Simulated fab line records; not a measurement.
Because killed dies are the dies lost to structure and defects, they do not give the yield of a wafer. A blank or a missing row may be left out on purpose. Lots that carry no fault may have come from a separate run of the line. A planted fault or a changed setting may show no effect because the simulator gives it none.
fab line records | flow n5-finfet
record: lots: 11 wafers: 31 last-day: 17
route steps=1938 shown BEOL_M14@1764 BEOL_M15@1789 PASSIVATION@1936
lots that met no fault: taken from a fault-free run of the same line
start-h: hours from the record's opening day to when the first of the lot's shown wafers began | wait-h: hours since the lot's step before | " identical to the entry in the row above | L1.1+2: a row that stands for several wafers | - either no value or no given start | * or withheld: withheld | < > ~ a bound
route shown NAME@n: a module of which the file shows steps, and the number in the route of the first | usual: mean/standard deviation of fault-free wafers | same: alike in all rows | chamber/n: place in a boat | sites: per-site readings | _std_site: the standard deviation of these | _edge_site: outer sites' mean less inner sites' | radius-mm: for every site, how far away it sits from the centre of the wafer | mask NAME#n: copy n | behind: the last tool/chamber to shape the wafer | hold: why the lot was held/for how many hours/how that ended | device: the transistor (n, p or np) that didn't switch | end of line: the tests these same wafers got at the end of their route | a step with no rows: only its recipe | killed: the dies lost at the first sort to structure and to defects; this is not the yield of the wafer | map: per-die view of a wafer (x killed, . not killed, _ where there is no die)
set.NAME: the setting that was run; set.NAME@STEP: the one run at that earlier step | model.NAME: the simulator's own value behind a step, which no gauge read
one table for each step of the route and one row for each wafer, over a sample of lots
services: from which hour (start-h, from the record's first day; less than 0 if before it) a tool's chamber was out of use, for how many hours, and why
== steps ==
step: N5_BEOL_M14_SPUTTER_45
recipe: material: Cu target-thk-a: 1000 temp-c: -20 bias-v: 60 power-w: 26000 chamber-pressure-pa: 0.13 time-s: 16.67
usual: chuck-gas-flow-sccm: 1.27/0.055 susceptor-temp-C: -20.01/0.11 throttle-valve-pct: 29.6/0.88
columns lot.wafer tool chamber start-h wait-h chuck-gas-flow-sccm susceptor-temp-C throttle-valve-pct
L578.2 pvd-sputter-02 - 254.49 0.0 1.32 -19.87 29.1
L578.5 " - " " 1.21 -19.92 30.8
L578.6 " - " " 1.15 -19.94 29.1
L577.1 pvd-sputter-03 - 267.78 0.0 1.32 -19.99 30.2
L577.3 " - " " 1.19 -19.94 30.5
L577.5 " - " " 1.27 -20.04 30.3
L581.4 pvd-sputter-01 - 278.77 0.0 1.31 -20.14 29.6
L581.5 " - " " 1.28 -20.21 30.0
L581.6 " - " " 1.31 -19.95 27.7
L587.1 pvd-sputter-02 - 308.65 0.0 1.15 -20.06 30.7
L587.2 " - " " 1.30 -19.87 29.2
L587.4 " - " " 1.29 -19.88 30.4
L588.2 pvd-sputter-03 - 322.19 0.0 1.22 -20.15 30.4
L588.3 " - " " 1.30 -19.95 29.8
L588.6 " - " " 1.34 -19.90 29.7
L590.1 pvd-sputter-02 - 329.73 0.0 1.12 -20.24 29.2
L590.5 " - " " 1.36 -20.00 30.8
L590.6 " - " " 1.32 -19.87 30.6
L594.2 pvd-sputter-01 - 339.17 0.0 1.26 -19.97 29.0
L594.5 " - " " 1.22 -20.06 29.6
L594.6 " - " " 1.30 -19.86 29.3
L593.3 pvd-sputter-01 - 352.51 0.0 1.31 -20.06 29.2
L593.5 " - " " 1.31 -19.85 29.1
L598.2 pvd-sputter-01 - 367.90 0.0 1.24 -20.16 29.2
L598.4 " - " " 1.27 -20.13 29.7
L598.5 " - " " 1.36 -19.98 29.3
L600.4 pvd-sputter-03 - 385.12 0.0 1.27 -19.93 29.6
L600.6 " - " " 1.22 -19.76 30.1
L599.1 pvd-sputter-03 - 385.62 0.0 1.28 -19.87 29.7
L599.4 " - " " 1.38 -19.90 28.9
L599.6 " - " " 1.28 -19.95 30.6
step: N5_BEOL_M14_INSPECT_55
recipe: inspect-instrument: darkfield mode: post-dep
usual: raw-defect-count: 70/23
columns lot.wafer tool chamber start-h wait-h raw-defect-count
L578.2 defect-inspect-01 - 255.54 0.0 54
L578.5 " - " " 45
L578.6 " - " " 77
L577.1 defect-inspect-02 - 269.26 0.0 106
L577.3 " - " " 77
L577.5 " - " " 57
L581.4 defect-inspect-02 - 280.22 0.0 51
L581.5 " - " " 102
L581.6 " - " " 79
L587.1 defect-inspect-01 - 309.71 0.0 82
L587.2 " - " " 109
L587.4 " - " " 66
L588.2 defect-inspect-01 - 323.26 0.0 37
L588.3 " - " " 59
L588.6 " - " " 37
L590.1 defect-inspect-02 - 331.09 0.0 106
L590.5 " - " " 141
L590.6 " - " " 83
L594.2 defect-inspect-02 - 340.32 0.0 63
L594.5 " - " " 72
L594.6 " - " " 46
L593.3 defect-inspect-01 - 353.56 0.0 58
L593.5 " - " " 97
L598.2 defect-inspect-01 - 369.06 0.0 97
L598.4 " - " " 47
L598.5 " - " " 45
L600.4 defect-inspect-02 - 386.18 0.0 80
L600.6 " - " " 115
L599.1 defect-inspect-01 - 386.69 0.0 54
L599.4 " - " " 50
L599.6 " - " " 81
step: N5_BEOL_M15_STRIP_63
recipe: chemistry: O2 power-w: 600 temp-c: 60 pressure-mtorr: 30 rf-frequency-hz: 6e+07 bias-power-w: 0 overash-fraction: 0.3 o2-flow-sccm: 225
usual: chamber-pressure-mTorr: 30.00/0.039 drypump-motor-current-A: 5.9/0.58 oes-product-au: 0.76/0.062 rf-vpp-V: 3.6/0.8 showerhead-plenum-p-Torr: 2.09/0.066 throttle-valve-pct: 16.66/0.2
columns lot.wafer tool chamber start-h wait-h chamber-pressure-mTorr drypump-motor-current-A oes-product-au rf-hours-counter-h rf-vpp-V showerhead-plenum-p-Torr throttle-valve-pct
L578.2 rie-diel-02 2 - - 30.02 6.2 0.86 42 3.0 2.22 16.47
L578.5 " 2 " " 30.00 6.2 0.88 - 2.8 2.22 16.47
L578.6 " 3 " " 30.04 6.0 0.69 - 3.7 2.10 17.16
L577.1 rie-diel-01 0 - - 30.00 5.1 0.84 65 3.7 2.05 16.42
L577.3 " 3 " " 29.99 6.3 0.71 207 5.1 2.09 16.58
L577.5 " 3 " " 30.04 6.3 0.71 - 3.0 2.09 16.56
L581.4 rie-diel-04 0 - - 29.98 6.1 0.71 205 4.5 2.15 16.74
L581.5 " 3 " " 29.98 6.7 0.77 - 3.6 2.02 16.54
L581.6 " 2 " " 30.01 5.7 0.71 - 4.7 2.01 16.65
L587.1 rie-diel-02 0 - - 29.95 5.6 0.88 31 3.9 2.13 16.59
L587.2 " 1 " " 29.98 5.4 0.72 197 2.9 2.05 16.51
L587.4 " 2 " " 30.03 6.2 0.85 55 3.9 2.21 16.48
L588.2 rie-diel-02 2 - - 29.96 6.2 0.83 59 4.2 2.21 16.46
L588.3 " 0 " " 30.03 5.6 0.87 36 4.7 2.13 16.58
L588.6 " 1 " " 30.03 5.3 0.72 - 4.0 2.05 16.52
L590.1 rie-diel-02 3 - - 29.98 6.0 0.66 222 4.9 2.09 17.18
L590.5 " 3 " " 29.95 5.9 0.66 - 3.5 2.09 17.21
L590.6 " 2 " " 29.95 6.2 0.84 - 3.1 2.21 16.48
L594.2 rie-diel-01 0 - - 30.01 5.1 0.83 88 3.9 2.04 16.46
L594.5 " 1 " " 30.01 6.3 0.81 - 2.4 2.11 16.83
L594.6 " 2 " " 29.99 6.8 0.75 - 2.7 2.01 16.38
L593.3 rie-diel-01 0 - - 30.01 5.1 0.82 91 3.0 2.04 16.45
L593.5 " 3 " " 30.08 6.3 0.68 - 2.7 2.08 16.64
L598.2 rie-diel-04 0 - - 30.04 6.1 0.68 232 4.0 2.14 16.81
L598.4 " 2 " " 29.97 5.7 0.70 222 4.1 2.00 16.71
L598.5 " 1 " " 30.01 5.0 0.80 - 3.3 2.15 16.86
L600.4 rie-diel-04 0 - - 30.05 6.1 0.68 235 3.2 2.14 16.80
L600.6 " 3 " " 30.01 6.7 0.75 - 2.6 2.01 16.62
L599.1 rie-diel-01 2 - - 29.98 6.8 0.75 183 3.7 2.01 16.42
L599.4 " 1 " " 29.99 6.4 0.81 106 2.9 2.11 16.85
L599.6 " 0 " " 30.02 5.1 0.81 - 4.7 2.04 16.47
step: N5_BEOL_M15_STRIP_64
recipe: chemistry: O2 power-w: 600 temp-c: 60 pressure-mtorr: 30 rf-frequency-hz: 6e+07 bias-power-w: 0 overash-fraction: 0.3 o2-flow-sccm: 225
usual: chamber-pressure-mTorr: 29.998/0.028 drypump-motor-current-A: 5.9/0.58 oes-product-au: 0.76/0.061 rf-vpp-V: 3.6/0.49 showerhead-plenum-p-Torr: 2.09/0.066 throttle-valve-pct: 16.66/0.2
columns lot.wafer tool chamber start-h wait-h chamber-pressure-mTorr drypump-motor-current-A oes-product-au rf-hours-counter-h rf-vpp-V showerhead-plenum-p-Torr throttle-valve-pct
L578.2 rie-diel-02 2 256 - 30.035 6.2 0.86 42 3.9 2.22 16.45
L578.5 " 2 " " 29.975 6.2 0.85 - 4.2 2.22 16.45
L578.6 " 3 " " 29.965 6.0 0.68 - 3.4 2.10 17.16
L577.1 rie-diel-01 0 270 - 29.999 5.1 0.85 65 4.2 2.05 16.40
L577.3 " 3 " " 30.010 6.3 0.71 207 3.5 2.09 16.57
L577.5 " 3 " " 29.993 6.3 0.71 - 3.4 2.09 16.55
L581.4 rie-diel-04 0 281 - 30.011 6.1 0.71 205 3.1 2.15 16.76
L581.5 " 3 " " 30.002 6.6 0.77 - 3.5 2.02 16.54
L581.6 " 2 " " 29.962 5.7 0.72 - 3.2 2.01 16.67
L587.1 rie-diel-02 0 310 - 29.982 5.6 0.87 31 4.2 2.13 16.61
L587.2 " 1 " " 30.014 5.4 0.72 197 4.5 2.05 16.52
L587.4 " 2 " " 30.005 6.2 0.85 55 3.3 2.22 16.49
L588.2 rie-diel-02 2 325 - 20.995 6.2 0.83 59 3.3 2.21 16.49
L588.3 " 0 " " 21.005 5.6 0.86 36 3.8 2.13 16.60
L588.6 " 1 " " 20.995 5.3 0.71 - 4.3 2.05 16.55
L590.1 rie-diel-02 3 332 - 21.010 6.0 0.67 222 4.6 2.09 17.20
L590.5 " 3 " " 21.044 6.0 0.66 - 3.8 2.09 17.21
L590.6 " 2 " " 21.037 6.2 0.83 - 4.2 2.21 16.50
L594.2 rie-diel-01 0 341 - 30.028 5.1 0.82 88 4.1 2.04 16.44
L594.5 " 1 " " 30.008 6.3 0.82 - 3.4 2.11 16.83
L594.6 " 2 " " 29.998 6.8 0.75 - 3.9 2.01 16.41
L593.3 rie-diel-01 0 354 - 30.001 5.1 0.84 91 2.9 2.04 16.45
L593.5 " 3 " " 29.993 6.3 0.69 - 4.0 2.08 16.63
L598.2 rie-diel-04 0 370 - 30.009 6.1 0.69 232 3.2 2.14 16.80
L598.4 " 2 " " 30.028 5.6 0.70 223 4.1 2.00 16.71
L598.5 " 1 " " 30.011 5.0 0.78 - 3.7 2.15 16.86
L600.4 rie-diel-04 0 387 - 29.965 6.1 0.69 235 3.9 2.14 16.79
L600.6 " 3 " " 29.961 6.6 0.74 - 3.1 2.01 16.61
L599.1 rie-diel-01 2 388 - 30.030 6.8 0.74 183 4.5 2.00 16.43
L599.4 " 1 " " 29.989 6.3 0.80 106 3.9 2.11 16.84
L599.6 " 0 " " 30.004 5.1 0.80 - 3.7 2.04 16.47
step: N5_PASSIVATION_PROBE_49
usual: defect-limited-yield: 91.3/1.4 killed_at_M0_to_M3: 32/9.5 killed_at_M4_up: 14/5.2 killed-at-contacts: 13/5.7 killed-at-front-end: 41/12 killed-at-other: 3.5/2.6 killed-dies: 103/17 killed-open: 68/14 killed-short: 32/7 sort_bin_4_leakage: 0.01/0.051 sort_bin_5_function: 5.0/0.91 sort_bin_6_memory: 3.3/0.7 sort_bin_8_speed: 0.03/0.22 sort-n-pass: 1076/17 sort-yield-pct: 91.2/1.4
same: gross-dies: 1180 killed-at-back-side: 0
columns lot.wafer tool chamber start-h wait-h defect-limited-yield[%] killed_at_M0_to_M3 killed_at_M4_up killed-at-contacts killed-at-front-end killed-at-other killed-dies killed-open killed-short sort_bin_4_leakage[%] sort_bin_5_function[%] sort_bin_6_memory[%] sort_bin_8_speed[%] sort-n-pass sort-yield-pct[%]
L588.2 prober-01 - 342.42 0.1 87.6 32 10 24 62 18 146 82 51 0 6.9 4.1 0 1034 87.6
killed by level:class
L588.2 MOL_CONTACT_COAG:geometric-particle:open=19 STI_FIN_REVEAL:geometric-particle:open=13 HKMG_FIN:area-etch=13 BEOL_M0_SAQP:geometric-particle:short=11 FIN_SAQP:geometric-particle:open=10 STI_FIN_REVEAL:geometric-particle:short=6 GATE_CUT:geometric-particle:short=6 MOL_CONTACT_COAG:geometric-particle:short=5
== services ==
columns tool chamber start-h hours kind
rie-diel-02 0 264.59 16.2 repair
rie-diel-02 - 271.50 14.6 pm
pvd-sputter-02 - 303.66 4.3 repair
rie-diel-04 1 310.45 4.1 repair
pvd-sputter-03 - 332.51 3.0 repair
pvd-sputter-02 - 342.91 6.3 repair
rie-diel-04 0 360.64 2.0 repair
rie-diel-02 0 361.79 5.2 repair
rie-diel-04 - 377.92 2.8 pm
pvd-sputter-03 - 385.71 1.1 repair
== key ==
first-sign: step: N5_BEOL_M15_STRIP_64 reading: chamber-pressure-mTorr direction: down sigmas: 99+ usual: * struck: *
effect none on later readings
met-at N5_BEOL_M15_STRIP_64
struck-lots L588,L590
baseline-loss: step: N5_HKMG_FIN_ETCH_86 wafers: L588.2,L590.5
not-acting-at N5_BEOL_M14_SPUTTER_45,N5_BEOL_M14_INSPECT_55,N5_BEOL_M15_STRIP_63
onset-between 310 325
fault: kind: process-parameter-drift tool: rie-diel-02 chamber: - onset-h: 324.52 steps: N5_BEOL_M15_STRIP_64 channel: pressure-mtorr offset: * shape: step end-h: 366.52 acts-in: * stated: *
baseline-loss: these wafers lose ten dies or more at that step, a loss of the line's own and not of a fault; the sort's usual values leave them out
